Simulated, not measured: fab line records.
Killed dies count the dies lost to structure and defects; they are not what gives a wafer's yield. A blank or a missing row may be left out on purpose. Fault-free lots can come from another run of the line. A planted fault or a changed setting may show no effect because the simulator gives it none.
fab line records ; flow n5-finfet
record lots=6; wafers=18; last-day=17
route steps=1938 shown TV_OPEN@1889 PAD_METAL@1893 PASSIVATION@1897
lots that met no fault: from a run of the same line without faults
start-h: start of the lot's first displayed wafer, in hours after the record's first day ; wait-h: hours from the lot's prior step to this one ; " as in the row above ; L1.1+2: one row covering several wafers at once ; - no value, or no start was given ; * or withheld: withheld ; < > ~ a bound
route shown NAME@n: a module of which the file shows steps, and the number in the route of the first ; usual: the fault-free wafers' mean and standard deviation ; same: alike in all rows ; chamber/n: place in a boat ; sites: readings site by site ; _std_site: standard deviation of those values ; _edge_site: inner sites' mean taken away from outer sites' mean ; radius-mm: for every site, how far away it sits from the centre of the wafer ; mask NAME#n: copy n ; behind: tool/chamber where the wafer was last shaped ; hold: why the lot was held/for how many hours/how that ended ; device: which transistor (n, p or np) failed to switch ; end of line: the tests these same wafers got at the end of their route ; where a step has no rows: the recipe by itself ; killed: dies that structure and defects cost at the first sort, which is not the same as the wafer's yield ; map: a wafer's dies, x killed, . not, _ none there
set.NAME: setting as actually run; set.NAME@STEP: the setting as run at that earlier step ; model.NAME: the simulator's own value behind a step, which no gauge read
lots seen at some steps along the route; tables by step, rows by wafer
services: from which hour (start-h, from the record's first day; less than 0 if before it) a tool's chamber was out of use, for how many hours, and why
## steps
# step N5_PASSIVATION_STRIP_14
# recipe chemistry=O2; power-w=600; temp-c=60; pressure-mtorr=30; rf-frequency-hz=6e+07; bias-power-w=0; overash-fraction=0.5; o2-flow-sccm=225
# usual drypump-motor-current-A=5.9/0.46; oes-product-au=0.79/0.087; rf-vpp-V=3.6/0.98; showerhead-plenum-p-Torr=2.13/0.064; throttle-valve-pct=16.62/0.18
lot.wafer;tool;chamber;start-h;wait-h;drypump-motor-current-A;oes-product-au;rf-hours-counter-h;rf-vpp-V;showerhead-plenum-p-Torr;throttle-valve-pct
L288.4;rie-diel-03;1;290.36;0.0;6.1;0.71;-;3.9;2.15;16.73
L288.5;rie-diel-03;0;290.36;0.0;6.7;0.74;-;2.5;2.10;16.76
L288.6;rie-diel-03;2;290.36;0.0;4.8;0.84;-;4.8;2.03;16.35
L291.1;rie-diel-02;3;292.02;0.1;5.5;0.88;44;3.9;2.23;16.37
L291.5;rie-diel-02;1;292.02;0.1;5.7;0.72;-;3.2;2.10;16.57
L291.6;rie-diel-02;3;292.02;0.1;5.6;0.89;-;3.5;2.23;16.40
L294.3;rie-diel-02;0;316.24;0.1;5.1;0.94;7;4.9;2.15;16.34
L294.5;rie-diel-02;0;316.24;0.1;5.1;0.94;-;3.1;2.15;16.34
L294.6;rie-diel-02;3;316.24;0.1;5.6;0.86;-;3.9;2.23;16.43
L302.3;rie-diel-02;0;377.25;0.1;5.1;0.91;17;3.0;2.15;16.41
L302.4;rie-diel-02;3;377.25;0.1;5.6;0.85;70;4.7;2.22;16.47
L302.6;rie-diel-02;0;377.25;0.1;5.1;0.92;-;3.3;2.15;16.35
L303.1;rie-diel-01;0;382.32;0.1;5.8;0.81;84;2.3;2.09;16.60
L303.2;rie-diel-01;1;382.32;0.1;5.9;0.80;108;3.3;2.22;16.70
L303.5;rie-diel-01;0;382.32;0.1;5.8;0.82;-;3.3;2.09;16.63
L305.2;rie-diel-01;3;398.62;0.1;6.2;1.03;1;4.8;2.08;16.44
L305.3;rie-diel-01;1;398.62;0.1;5.9;0.80;115;3.7;2.22;16.71
L305.5;rie-diel-01;3;398.62;0.1;6.3;1.03;-;3.7;2.08;16.43
# step N5_PASSIVATION_ETCH_15
# recipe chemistry=CF4/N2; target=SiCN; target-depth-a=750; taper-deg=2; time-s=81.2; ion-energy-ev=150; mask-material=SiNx; pressure-mtorr=40; source-w=430; bias-w=70; Ar_flow_sccm=100; cf4-flow-sccm=60; n2-flow-sccm=60
# usual drypump-motor-current-A=5.9/0.45; oes-product-au=0.78/0.09; rf-vpp-V=383.0/1.7; showerhead-plenum-p-Torr=2.24/0.06; throttle-valve-pct=15.40/0.19
lot.wafer;tool;chamber;start-h;wait-h;drypump-motor-current-A;oes-product-au;rf-hours-counter-h;rf-vpp-V;showerhead-plenum-p-Torr;throttle-valve-pct
L288.4;rie-diel-03;1;-;-;6.1;0.69;-;385.1;2.29;15.69
L288.5;rie-diel-03;0;-;-;6.7;0.72;-;383.3;2.22;15.53
L288.6;rie-diel-03;2;-;-;4.9;0.83;-;380.9;2.17;15.29
L291.1;rie-diel-02;3;-;-;5.6;0.88;44;386.5;2.34;15.15
L291.5;rie-diel-02;1;-;-;5.7;0.73;-;382.2;2.18;15.26
L291.6;rie-diel-02;3;-;-;5.6;0.89;-;384.1;2.34;15.16
L294.3;rie-diel-02;0;-;-;5.1;0.94;7;384.3;2.25;15.07
L294.5;rie-diel-02;0;-;-;5.1;0.96;-;382.8;2.25;15.04
L294.6;rie-diel-02;3;-;-;5.6;0.87;-;386.4;2.34;15.17
L302.3;rie-diel-02;0;-;-;5.1;0.91;17;382.7;2.25;15.06
L302.4;rie-diel-02;3;-;-;5.6;0.84;70;385.6;2.33;15.19
L302.6;rie-diel-02;0;-;-;5.0;0.92;-;383.5;2.25;15.07
L303.1;rie-diel-01;0;-;-;5.8;0.83;84;383.3;2.23;15.51
L303.2;rie-diel-01;1;-;-;5.9;0.79;108;385.1;2.31;15.40
L303.5;rie-diel-01;0;-;-;5.8;0.82;-;383.3;2.23;15.50
L305.2;rie-diel-01;3;-;-;6.3;1.01;1;381.8;2.18;15.14
L305.3;rie-diel-01;1;-;-;5.9;0.79;115;385.4;2.31;15.40
L305.5;rie-diel-01;3;-;-;6.3;1.01;-;380.0;2.18;15.16
# step N5_PASSIVATION_STRIP_73
# recipe chemistry=post-etch-residue-remover; time-s=60; temp-c=25; remover-ph=withheld; remover-water-wt-pct=withheld; remover-fluoride-wt-pct=withheld
# step N5_PASSIVATION_SRD_17
# recipe time-s=30; temp-c=23; rinse-liquid=diw; dry=n2-spin; spin-rpm=1500; dry-time-s=30
# step N5_PASSIVATION_DEGAS_18
# recipe ambient=vacuum; temp-c=300; time-s=60
# usual heater-power-w=464/33
lot.wafer;tool;chamber;start-h;wait-h;heater-power-w
L288.4;pvd-sputter-01;-;291.25;0.7;477
L288.5;pvd-sputter-01;-;291.25;0.7;430
L288.6;pvd-sputter-01;-;291.25;0.7;440
L291.1;pvd-sputter-03;-;292.80;0.6;437
L291.5;pvd-sputter-03;-;292.80;0.6;450
L291.6;pvd-sputter-03;-;292.80;0.6;462
L294.3;pvd-sputter-03;-;320.59;4.2;391
L294.5;pvd-sputter-03;-;320.59;4.2;460
L294.6;pvd-sputter-03;-;320.59;4.2;451
L302.3;pvd-sputter-01;-;378.19;0.7;503
L302.4;pvd-sputter-01;-;378.19;0.7;423
L302.6;pvd-sputter-01;-;378.19;0.7;424
L303.1;pvd-sputter-03;-;382.87;0.3;389
L303.2;pvd-sputter-03;-;382.87;0.3;448
L303.5;pvd-sputter-03;-;382.87;0.3;443
L305.2;pvd-sputter-02;-;399.23;0.4;498
L305.3;pvd-sputter-02;-;399.23;0.4;457
L305.5;pvd-sputter-02;-;399.23;0.4;486
# step N5_PASSIVATION_PRE_CLEAN_19
# recipe gas=H2/He; time-s=*; temp-c=*
# usual heater-power-w=464/34
lot.wafer;tool;chamber;start-h;wait-h;heater-power-w
L288.4;pvd-sputter-01;-;291.29;0.0;480
L288.5;pvd-sputter-01;-;291.29;0.0;421
L288.6;pvd-sputter-01;-;291.29;0.0;432
L291.1;pvd-sputter-03;-;292.84;0.0;467
L291.5;pvd-sputter-03;-;292.84;0.0;449
L291.6;pvd-sputter-03;-;292.84;0.0;463
L294.3;pvd-sputter-03;-;320.63;0.0;397
L294.5;pvd-sputter-03;-;320.63;0.0;471
L294.6;pvd-sputter-03;-;320.63;0.0;450
L302.3;pvd-sputter-01;-;378.23;0.0;502
L302.4;pvd-sputter-01;-;378.23;0.0;429
L302.6;pvd-sputter-01;-;378.23;0.0;416
L303.1;pvd-sputter-03;-;382.91;0.0;385
L303.2;pvd-sputter-03;-;382.91;0.0;443
L303.5;pvd-sputter-03;-;382.91;0.0;450
L305.2;pvd-sputter-02;-;399.27;0.0;489
L305.3;pvd-sputter-02;-;399.27;0.0;443
L305.5;pvd-sputter-02;-;399.27;0.0;510
# step N5_PASSIVATION_SPUTTER_20
# recipe material=TaN; target-thk-a=500; temp-c=25; chamber-pressure-pa=0.4
# step N5_PASSIVATION_AL_DEP_21
# recipe material=Al; target-thk-a=28000; temp-c=400; time-s=170; power-w=30000; chamber-pressure-pa=0.4; gas=Ar
# usual throttle-valve-pct=29.7/0.94
lot.wafer;tool;chamber;start-h;wait-h;throttle-valve-pct
L288.4;pvd-sputter-01;-;291.43;0.1;27.8
L288.5;pvd-sputter-01;-;291.43;0.1;30.0
L288.6;pvd-sputter-01;-;291.43;0.1;29.4
L291.1;pvd-sputter-03;-;292.98;0.1;29.1
L291.5;pvd-sputter-03;-;292.98;0.1;29.0
L291.6;pvd-sputter-03;-;292.98;0.1;31.5
L294.3;pvd-sputter-03;-;320.77;0.1;29.4
L294.5;pvd-sputter-03;-;320.77;0.1;31.5
L294.6;pvd-sputter-03;-;320.77;0.1;29.2
L302.3;pvd-sputter-01;-;378.37;0.1;29.8
L302.4;pvd-sputter-01;-;378.37;0.1;29.9
L302.6;pvd-sputter-01;-;378.37;0.1;29.7
L303.1;pvd-sputter-03;-;383.05;0.1;29.4
L303.2;pvd-sputter-03;-;383.05;0.1;29.4
L303.5;pvd-sputter-03;-;383.05;0.1;29.1
L305.2;pvd-sputter-02;-;399.41;0.1;29.7
L305.3;pvd-sputter-02;-;399.41;0.1;29.3
L305.5;pvd-sputter-02;-;399.41;0.1;30.3
# step N5_PASSIVATION_HMDS_23
# recipe time-s=60; temp-c=120
# step N5_PASSIVATION_COAT_24
# recipe spin-rpm=3000; resist-thk-nm=withheld
# step N5_PASSIVATION_EBR_26
# recipe solvent=PGMEA; ebr-width-mm=1.5
# step N5_PASSIVATION_SOFTBAKE_25
# recipe temp-c=100; time-s=90
# step N5_PASSIVATION_EXPOSE_27
# recipe mask-id=PAD; na=0.55; source-shape=conventional; sigma-outer=0.8; polarization=unpolarized; defocus-nm=0; dose-mj=32.3
# usual exposure-dose-mJ-cm2=32.30/0.038
lot.wafer;tool;chamber;start-h;wait-h;mask;exposure-dose-mJ-cm2
L288.4;krf-scanner-01;0;291.75;-;PAD#0;32.36
L288.5;krf-scanner-01;0;291.75;-;PAD#0;32.35
L288.6;krf-scanner-01;0;291.75;-;PAD#0;32.34
L291.1;krf-scanner-01;0;293.28;-;PAD#0;32.25
L291.5;krf-scanner-01;0;293.28;-;PAD#0;32.25
L291.6;krf-scanner-01;0;293.28;-;PAD#0;32.27
L294.3;krf-scanner-02;0;321.20;-;PAD#0;32.21
L294.5;krf-scanner-02;0;321.20;-;PAD#0;32.24
L294.6;krf-scanner-02;0;321.20;-;PAD#0;32.26
L302.3;krf-scanner-02;0;378.80;-;PAD#0;29.33
L302.4;krf-scanner-02;0;378.80;-;PAD#0;29.30
L302.6;krf-scanner-02;0;378.80;-;PAD#0;29.31
L303.1;krf-scanner-02;0;383.34;-;PAD#0;29.29
L303.2;krf-scanner-02;0;383.34;-;PAD#0;29.33
L303.5;krf-scanner-02;0;383.34;-;PAD#0;29.24
L305.2;krf-scanner-01;0;399.83;-;PAD#0;32.30
L305.3;krf-scanner-01;0;399.83;-;PAD#0;32.30
L305.5;krf-scanner-01;0;399.83;-;PAD#0;32.34
# step N5_PASSIVATION_PEB_28
# recipe peb-temp-c=withheld; peb-time-s=*
# step N5_PASSIVATION_DEVELOP_29
# recipe develop-time-s=60; rinse-liquid=diw; dry=air-spin; dev-temp-c=21
# step N5_PASSIVATION_HARDBAKE_31
# recipe temp-c=130; time-s=120
# step N5_PASSIVATION_CD_MEAS_30
# recipe target-cd-nm=4000; landing-energy-ev=500; detector=se-inlens; polarity=opening
# usual cd-nm=4001.5/2
lot.wafer;tool;chamber;start-h;wait-h;cd-nm
L288.4;cd-sem-01;0;291.91;-;4000.5
L288.5;cd-sem-01;0;291.91;-;4001.3
L288.6;cd-sem-01;0;291.91;-;4000.7
L291.1;cd-sem-03;0;293.45;-;4001.8
L291.5;cd-sem-03;0;293.45;-;4001.6
L291.6;cd-sem-03;0;293.45;-;4001.9
L294.3;cd-sem-02;0;321.37;-;4004.7
L294.5;cd-sem-02;0;321.37;-;4004.6
L294.6;cd-sem-02;0;321.37;-;4004.5
L302.3;cd-sem-03;0;378.97;-;3980.3
L302.4;cd-sem-03;0;378.97;-;3981.7
L302.6;cd-sem-03;0;378.97;-;3981.7
L303.1;cd-sem-01;0;383.52;-;3982.0
L303.2;cd-sem-01;0;383.52;-;3982.1
L303.5;cd-sem-01;0;383.52;-;3982.7
L305.2;cd-sem-03;0;400.00;-;4004.8
L305.3;cd-sem-03;0;400.00;-;4002.6
L305.5;cd-sem-03;0;400.00;-;4003.1
# step N5_PASSIVATION_OVL_MEAS_63
# recipe points-per-wafer=44
# usual PAD_OVL=0/5.4
lot.wafer;tool;chamber;start-h;wait-h;PAD_OVL[nm]
L288.4;overlay-01;0;291.94;0.0;4
L288.5;overlay-01;0;291.94;0.0;6
L288.6;overlay-01;0;291.94;0.0;8
L291.1;overlay-01;0;293.48;0.0;2
L291.5;overlay-01;0;293.48;0.0;-8
L291.6;overlay-01;0;293.48;0.0;2
L294.3;overlay-02;0;321.39;0.0;2
L294.5;overlay-02;0;321.39;0.0;-3
L294.6;overlay-02;0;321.39;0.0;-9
L302.3;overlay-01;0;378.99;0.0;-7
L302.4;overlay-01;0;378.99;0.0;-9
L302.6;overlay-01;0;378.99;0.0;-4
L303.1;overlay-02;0;383.55;0.0;7
L303.2;overlay-02;0;383.55;0.0;3
L303.5;overlay-02;0;383.55;0.0;5
L305.2;overlay-02;0;400.03;0.0;1
L305.3;overlay-02;0;400.03;0.0;-13
L305.5;overlay-02;0;400.03;0.0;2
## services
tool;chamber;start-h;hours;kind
rie-diel-02;0;269.31;-;clean
rie-diel-02;0;269.31;-;consumable-replace:focus-ring
rie-diel-02;0;269.31;23.3;scheduled-down
rie-diel-02;0;269.31;23.3;vent-cycle
rie-diel-02;3;282.57;1.5;repair
rie-diel-03;3;285.32;6.0;repair
rie-diel-01;-;290.73;2.8;pm
rie-diel-01;2;293.58;40.7;repair
krf-scanner-02;-;302.70;1.5;repair
krf-scanner-01;-;305.20;3.0;repair
krf-scanner-02;-;308.47;0.8;pm
pvd-sputter-02;-;316.01;7.5;repair
rie-diel-02;2;324.02;3.9;repair
rie-diel-01;1;326.23;2.7;repair
krf-scanner-02;-;333.92;1.3;pm
rie-diel-02;2;335.77;-;clean
rie-diel-02;2;335.77;-;consumable-replace:focus-ring
pvd-sputter-03;-;341.29;2.4;repair
pvd-sputter-03;-;345.62;20.9;repair
krf-scanner-01;-;347.46;1.0;pm
pvd-sputter-02;-;358.07;3.6;repair
krf-scanner-01;-;365.08;1.3;pm
krf-scanner-02;-;368.26;0.9;repair
krf-scanner-01;-;398.08;0.1;repair
## key
first-sign step=N5_PASSIVATION_EXPOSE_27; reading=exposure-dose-mJ-cm2; direction=down; sigmas=79; usual=32.30; struck=29.30
effect step=N5_PASSIVATION_CD_MEAS_30; reading=cd-nm; direction=down; sigmas=9.7; usual=4001.5; struck=3981.8
met-at N5_PASSIVATION_EXPOSE_27
struck-wafers L302.3,L302.4,L302.6,L303.1,L303.2,L303.5
onset-between 321.20 378.80
fault kind=process-parameter-drift; tool=krf-scanner-02; chamber=-; onset-h=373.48; steps=N5_PASSIVATION_EXPOSE_27; channel=dose-mj; offset=-2.9978; shape=step; acts-in=these-recipes-only; stated=32.3
